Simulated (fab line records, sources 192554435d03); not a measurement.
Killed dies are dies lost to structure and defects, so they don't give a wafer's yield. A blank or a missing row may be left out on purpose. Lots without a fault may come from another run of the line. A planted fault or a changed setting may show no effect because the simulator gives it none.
fab line records | flow n5_finfet
record lots=4 wafers=12 last_day=20
route steps=1938 shown ZERO_LAYER@2 WELL_APT@20 BEOL_M4@1111 PASSIVATION@1936
lots that met no fault: from a run of the same line without faults
start_h: hours from the record's first day to the start of the lot's first wafer shown | wait_h: hours since the lot's step before | " the same as in the row above | L1.1+2: a row that stands for several wafers | - no value, or no start given | * or withheld: withheld | < > ~ a bound
route shown NAME@n: a module of which the file shows steps, and the number in the route of the first | usual: mean/standard deviation of fault-free wafers | same: alike in all rows | chamber/n: place in a boat | sites: the reading at each site | _std_site: their standard deviation | _edge_site: outer sites' mean less inner sites' | radius_mm: how far each site lies from the wafer's centre | mask NAME#n: copy n | behind: the tool/chamber that last shaped the wafer | hold: why the lot was held/for how many hours/how that ended | device: the transistor (n, p or np) that didn't switch | end of line: the same wafers' tests at the end of the route | a step without rows: its recipe alone | killed: dies lost to structure and defects at the first sort, not the wafer's yield | map: a wafer's dies, x killed, . not, _ none there
set.NAME: the setting as run; set.NAME@STEP: as run at that earlier step | model.NAME: the simulator's own value behind a step, which no gauge read
lots at some steps of the route; a table a step, a row a wafer
## steps
# step N5_ZERO_LAYER_PRECLEAN_00
# recipe chemistry=SPM time_s=600 temp_c=120 mix=4:1
# columns lot.wafer tool chamber start_h wait_h
L857.1+2+5 wet_bench-01 1,7,3 12.07 0.0
L862.1+5+6 wet_bench-01 0,4,5 42.07 0.0
L863.1+4+6 wet_bench-01 5,4,1 48.07 0.0
L875.2+3+5 wet_bench-04 7,0,5 120.07 0.0
# step N5_ZERO_LAYER_SRD_01
# recipe time_s=30 temp_c=23 rinse_liquid=diw dry=n2_spin spin_rpm=1500 dry_time_s=30
# step N5_ZERO_LAYER_PECVD_02
# recipe material=SiO2 target_thk_a=100 temp_c=400 precursor=SiH4/N2O pressure_torr=0.75 rf_w=275 time_s=6
# step N5_ZERO_LAYER_HMDS_04
# recipe time_s=60 temp_c=120
# step N5_ZERO_LAYER_COAT_05
# recipe spin_rpm=1500 resist_thk_nm=1000
# step N5_ZERO_LAYER_EBR_07
# recipe solvent=PGMEA ebr_width_mm=1.5
# step N5_ZERO_LAYER_SOFTBAKE_06
# recipe temp_c=100 time_s=90
# step N5_ZERO_LAYER_EXPOSE_08
# recipe mask_id=ZERO na=0.55 source_shape=conventional sigma_outer=0.8 polarization=unpolarized defocus_nm=0 target_cd_nm=2000 dose_mj=16.2
# step N5_ZERO_LAYER_PEB_09
# recipe peb_temp_c=withheld peb_time_s=*
# step N5_ZERO_LAYER_DEVELOP_10
# recipe develop_time_s=60 rinse_liquid=diw dry=air_spin dev_temp_c=21
# step N5_ZERO_LAYER_HARDBAKE_23
# recipe temp_c=130 time_s=120
# step N5_ZERO_LAYER_DESCUM_16
# recipe chemistry=O2 time_s=7.9 source_power_w=50 bias_power_w=20 pressure_mtorr=20 rf_frequency_hz=2.712e+07 temp_c=40 o2_flow_sccm=225
# step N5_ZERO_LAYER_ETCH_17
# recipe chemistry=CF4 target=SiO2 target_depth_a=120 time_s=13.3 ion_energy_ev=350 pressure_mtorr=40 source_w=450 bias_w=215 Ar_flow_sccm=100 cf4_flow_sccm=100
# step N5_ZERO_LAYER_ETCH_18
# recipe chemistry=HBr/Cl2 target=Si target_depth_a=1200 time_s=40 pressure_mtorr=10 icp_w=800 bias_w=75 HBr_flow_sccm=150 Cl2_flow_sccm=80
# step N5_ZERO_LAYER_STRIP_24
# recipe chemistry=O2 power_w=1000 temp_c=250 overash_fraction=0.3 pressure_mtorr=1000 o2_flow_sccm=6750
# step N5_ZERO_LAYER_STRIP_19
# recipe chemistry=SPM time_s=900 temp_c=130 h2so4_h2o2_vol_ratio=4 dry=ipa_marangoni
# step N5_ZERO_LAYER_INSPECT_20
# recipe inspect_instrument=darkfield mode=post_clean
# usual raw_defect_count=34/16
# columns lot.wafer tool chamber start_h wait_h raw_defect_count
L857.1 defect_inspect-02 - 13.39 0.0 27
L857.2 " - " " 35
L857.5 " - " " 21
L862.1 defect_inspect-02 - 43.30 0.0 27
L862.5 " - " " 23
L862.6 " - " " 310
L863.1 defect_inspect-02 - 49.25 0.0 308
L863.4 " - " " 47
L863.6 " - " " 23
L875.2 defect_inspect-01 - 121.26 0.0 35
L875.3 " - " " 59
L875.5 " - " " 57
# step N5_WELL_APT_HMDS_01
# recipe time_s=60 temp_c=120
# step N5_WELL_APT_COAT_02
# recipe spin_rpm=1357 resist_thk_nm=950
# step N5_WELL_APT_EBR_04
# recipe solvent=PGMEA ebr_width_mm=1.5
# step N5_WELL_APT_SOFTBAKE_03
# recipe temp_c=130 time_s=60
# step N5_WELL_APT_EXPOSE_05
# recipe mask_id=NWELL na=0.8 source_shape=conventional sigma_outer=0.8 polarization=unpolarized defocus_nm=0 target_cd_nm=200 dose_mj=20.3
# step N5_WELL_APT_PEB_06
# recipe peb_temp_c=130 peb_time_s=90
# step N5_WELL_APT_DEVELOP_07
# recipe develop_time_s=45 rinse_liquid=surfactant_rinse dry=air_spin dev_temp_c=21
# step N5_WELL_APT_HARDBAKE_12
# recipe temp_c=130 time_s=120
# step N5_WELL_APT_INSPECT_10
# recipe mode=adi inspect_instrument=macro
# usual raw_defect_count=2.0/1.4
# columns lot.wafer tool chamber start_h wait_h raw_defect_count
L857.1 defect_inspect-01 - 13.75 0.0 0
L857.2 " - " " 2
L857.5 " - " " 5
L862.1 defect_inspect-01 - 43.65 0.0 2
L862.5 " - " " 3
L862.6 " - " " 258
L863.1 defect_inspect-02 - 49.61 0.0 270
L863.4 " - " " 3
L863.6 " - " " 2
L875.2 defect_inspect-02 - 121.74 0.0 1
L875.3 " - " " 5
L875.5 " - " " 1
# step N5_WELL_APT_DESCUM_13
# recipe chemistry=O2 time_s=7.9 source_power_w=50 bias_power_w=20 pressure_mtorr=20 rf_frequency_hz=2.712e+07 temp_c=40 o2_flow_sccm=225
# step N5_WELL_APT_INSPECT_38
# recipe inspect_instrument=darkfield mode=post_epi
# usual raw_defect_count=13/5.4
# columns lot.wafer tool chamber start_h wait_h raw_defect_count
L857.1 defect_inspect-02 - 16.63 0.5 14
L857.2 " - " " 11
L857.5 " - " " 13
L862.1 defect_inspect-01 - 46.69 0.5 29
L862.5 " - " " 12
L862.6 " - " " 276
L863.1 defect_inspect-01 - 52.96 0.5 276
L863.4 " - " " 11
L863.6 " - " " 22
L875.2 defect_inspect-02 - 124.92 0.6 8
L875.3 " - " " 13
L875.5 " - " " 6
# step N5_BEOL_M4_RC_MEAS_101
# usual DIBL_N=37.1/2.6 DIBL_P=38/3 IOFF_N=0.18/0.052 IOFF_P=0.25/0.06 ION_N=678/15 ION_P=467/8.6 SS_N=71.7/0.73 SS_P=73.7/0.89 VT_N=249/4.3 VT_P=-248/3.8
# columns lot.wafer tool chamber start_h wait_h DIBL_N[mV/V] DIBL_P[mV/V] IOFF_N[nA/um] IOFF_P[nA/um] ION_N[uA/um] ION_P[uA/um] SS_N[mV/dec] SS_P[mV/dec] VT_N[mV] VT_P[mV]
L857.1 prober-01 0 230.79 0.0 35.2 37 0.16 0.23 667 465 71.4 73.5 252 -246
L857.2 " 0 " " 37.3 42 0.21 0.33 678 471 72.4 74.3 246 -243
L857.5 " 0 " " 37.4 38 0.22 0.24 671 457 73.1 73.1 249 -246
L863.1 prober-01 0 265.52 0.0 38.1 38 0.18 0.26 686 476 71.7 73.7 249 -244
L863.4 " 0 " " 38.1 39 0.19 0.29 681 483 71.9 73.8 244 -241
L863.6 " 0 " " 37.8 39 0.19 0.29 697 486 71.2 73.8 247 -244
L862.1 prober-02 0 272.96 0.0 36.6 38 0.17 0.27 669 466 71.8 73.7 250 -247
L862.5 " 0 " " 31.1 30 0.09 0.16 638 451 71.0 71.6 261 -254
L862.6 " 0 " " 35.8 35 0.15 0.22 666 465 71.7 73.3 252 -250
L875.2 prober-01 0 351.94 0.8 35.3 37 0.18 0.23 704 474 71.6 73.5 243 -247
L875.3 " 0 " " 32.0 32 0.11 0.16 660 456 71.2 72.2 256 -254
L875.5 " 0 " " 34.2 35 0.13 0.21 650 457 70.8 72.7 253 -251
# step N5_PASSIVATION_PROBE_49
# usual defect_limited_yield=91.4/1.4 killed_at_M0_to_M3=34/9.1 killed_at_M4_up=14/5.2 killed_at_contacts=12/6.4 killed_at_front_end=38/11 killed_at_other=3.7/2.8 killed_dies=102/17 killed_on_rim=14/3.9 killed_open=68/13 killed_short=32/7.8 sort_bin_5_function=5.1/1 sort_bin_6_memory=3.2/0.66 sort_bin_8_speed=0.1/0.92 sort_n_pass=1076/19 sort_yield_pct=91.2/1.6
# same gross_dies=1180 killed_at_back_side=0 sort_bin_4_leakage[%]=0
# columns lot.wafer tool chamber start_h wait_h defect_limited_yield[%] killed_at_M0_to_M3 killed_at_M4_up killed_at_contacts killed_at_front_end killed_at_other killed_dies killed_on_rim killed_open killed_short sort_bin_5_function[%] sort_bin_6_memory[%] sort_bin_8_speed[%] sort_n_pass sort_yield_pct[%]
L857.1 prober-01 - 337.07 0.0 92.9 30 9 11 26 8 84 14 51 32 3.5 3.3 0 1096 92.9
L857.2 prober-01 - 337.12 0.1 90.7 57 8 7 32 6 110 12 75 35 5.2 3.7 0 1070 90.7
L857.5 prober-01 - 337.27 0.2 92.7 32 14 6 33 1 86 10 58 26 4.6 2.3 0 1094 92.7
L863.1 prober-02 - 363.42 0.0 87.9 27 10 11 93 2 143 28 56 27 7.0 3.7 0 1037 87.9
L863.4 prober-02 - 363.57 0.2 92.4 44 6 8 28 4 90 16 59 25 4.5 2.9 0.1 1090 92.4
L863.6 prober-02 - 363.67 0.3 93.1 25 11 14 31 1 82 15 64 17 3.6 3.3 0 1098 93.1
L862.6 prober-01 - 387.80 0.3 88.1 32 9 4 92 3 140 25 50 39 7.6 3.1 0 1040 88.1
# killed by level:class
L857.1 BEOL_M3:geometric_particle:open=12 MOL_CONTACT_COAG:geometric_particle:open=8 FIN_SAQP:geometric_particle:short=5 DUMMY_GATE:geometric_particle:open=5 BEOL_M4:geometric_particle:short=5 MIM_TOP_ETCH:geometric_particle:open=5 BEOL_M0_SAQP:geometric_particle:open=4 GATE_CUT:geometric_particle:short=4
L857.2 BEOL_M3:geometric_particle:open=15 BEOL_M2:geometric_particle:open=9 DUMMY_GATE:geometric_particle:open=7 BEOL_M0_SAQP:geometric_particle:open=7 BEOL_M0_SAQP:geometric_particle:short=7 BEOL_M1:geometric_particle:open=6 MOL_CONTACT_COAG:geometric_particle:open=5 BEOL_M3:geometric_particle:short=5
L857.5 BEOL_M2:geometric_particle:open=11 BEOL_M3:geometric_particle:open=11 STI_FIN_REVEAL:geometric_particle:open=6 FIN_SAQP:geometric_particle:short=5 DUMMY_GATE:geometric_particle:open=5 BEOL_M0_SAQP:geometric_particle:short=5 BEOL_M4:geometric_particle:open=5 FIN_SAQP:geometric_particle:open=4
L863.1 ZERO_LAYER:unspecified=55 DUMMY_GATE:geometric_particle:open=14 MOL_CONTACT_COAG:geometric_particle:open=10 BEOL_M0_SAQP:geometric_particle:short=9 BEOL_M4:geometric_particle:open=8 FIN_SAQP:geometric_particle:short=6 BEOL_M3:geometric_particle:open=6 BEOL_M2:geometric_particle:open=4
L863.4 BEOL_M2:geometric_particle:open=11 BEOL_M1:geometric_particle:open=9 MOL_CONTACT_COAG:geometric_particle:open=8 BEOL_M0:geometric_particle:open=8 FIN_SAQP:geometric_particle:short=7 BEOL_M0_SAQP:geometric_particle:short=7 FIN_SAQP:geometric_particle:open=4 STI_FIN_REVEAL:geometric_particle:open=4
L863.6 MOL_CONTACT_COAG:geometric_particle:open=12 BEOL_M3:geometric_particle:open=8 STI_FIN_REVEAL:geometric_particle:open=6 DUMMY_GATE:geometric_particle:open=6 BEOL_M0:geometric_particle:open=5 BEOL_M4:geometric_particle:open=5 FIN_SAQP:geometric_particle:short=3 GATE_CUT:geometric_particle:short=3
L862.6 ZERO_LAYER:unspecified=51 FIN_SAQP:geometric_particle:open=10 FIN_SAQP:geometric_particle:short=8 STI_FIN_REVEAL:geometric_particle:open=7 GATE_CUT:geometric_particle:open=6 BEOL_M2:geometric_particle:open=6 BEOL_M4:geometric_particle:open=6 BEOL_M3:geometric_particle:short=5
# map L862.6 (x killed, . not)
_________________.x......x...________________
______________.................._____________
___________...............xx..x....__________
__________..xx...................x.._________
________..x....x.......x.........x...x_______
_______.............x............x..x..______
______....x..........x.................._____
_____........x................x........x.____
____....x....x...........x.............x..___
___.................x..x...................__
___.......xx...............................__
__...........x......x......................._
__......x.......x.....................x....._
_............................................
_......x...............x.................x...
_......x..................................x..
_.x.x...............x........................
_............................................
_......x..x.....x....x.........x...........x.
_..x......x...x..............................
_.........................x.......x..........
__............xx....x........x........x....._
__..........xx..........x..................._
___...x...x...x.....x.........x.........x..__
___.........x.....x...............x.xx.....__
____.........xx............x.......xx.....___
_____.....x.......x.............xxxx..xxx____
______...........x.....x..xx...xxxxxxxxx_____
_______..............x.......x.xxxxxxxx______
________.........xx.....x.....xxxxxxxx_______
__________.....x...........x.xxxxxxx_________
___________..x.............x..xxxxx__________
______________.................x_____________
_________________...x...x.x..________________
# map L863.1 (x killed, . not)
_________________.....x..x...________________
______________...x.............._____________
___________.......................x__________
__________.........................._________
________.....x..............x........._______
_______......x.........................______
______......x.......x..................._____
_____....................................____
____x...x..x.................x...........x___
___........................................__
___..................xx...x........x.......__
__..............x......xx................x.._
__..................x.x....................._
_..................xx.......x.....x...x......
_...........x.........x......................
_..............x.................x...........
_..............x.....x........x..............
_........xx....x...........x.............xx..
_........x...............x.......x.....x.....
_.x....x....x......x...xx....................
_....x.........x...............x.............
__.......x..x......x......x................._
__........x...................x........x...._
___.....x.x.............x..................__
___.....................x....x....x......x.__
____......x.........x.......x....xx.xx...x___
_____.x..............x.......xxxxxxxxxx.x____
______.....x..........x.....x...xxxxxxxx_____
_______.x....................xxxxxxxxxx______
________...x..................xxxxxxxx_______
__________.................xxxxxxxxx_________
___________........x.......x.xxxxxx__________
______________xx....x.........xx_____________
_________________............________________
## key
first_sign step=N5_ZERO_LAYER_INSPECT_20 reading=raw_defect_count direction=up sigmas=17 usual=34 struck=309
effect step=N5_WELL_APT_INSPECT_10 reading=raw_defect_count direction=up sigmas=99+ usual=2.0 struck=264
effect step=N5_WELL_APT_INSPECT_38 reading=raw_defect_count direction=up sigmas=49 usual=13 struck=276
effect step=N5_PASSIVATION_PROBE_49 reading=killed_at_front_end direction=up sigmas=4.7 usual=38 struck=92
more_kills_born_at N5_ZERO_LAYER_PRECLEAN_00@wet_bench-01=106
met_at N5_ZERO_LAYER_PRECLEAN_00
struck_wafers L862.6,L863.1
fault kind=chamber_particle_source tool=wet_bench-01 chamber=5 onset_h=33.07 steps=N5_ZERO_LAYER_PRECLEAN_00 rate_per_visit_cm2=0.38236 end_h=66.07
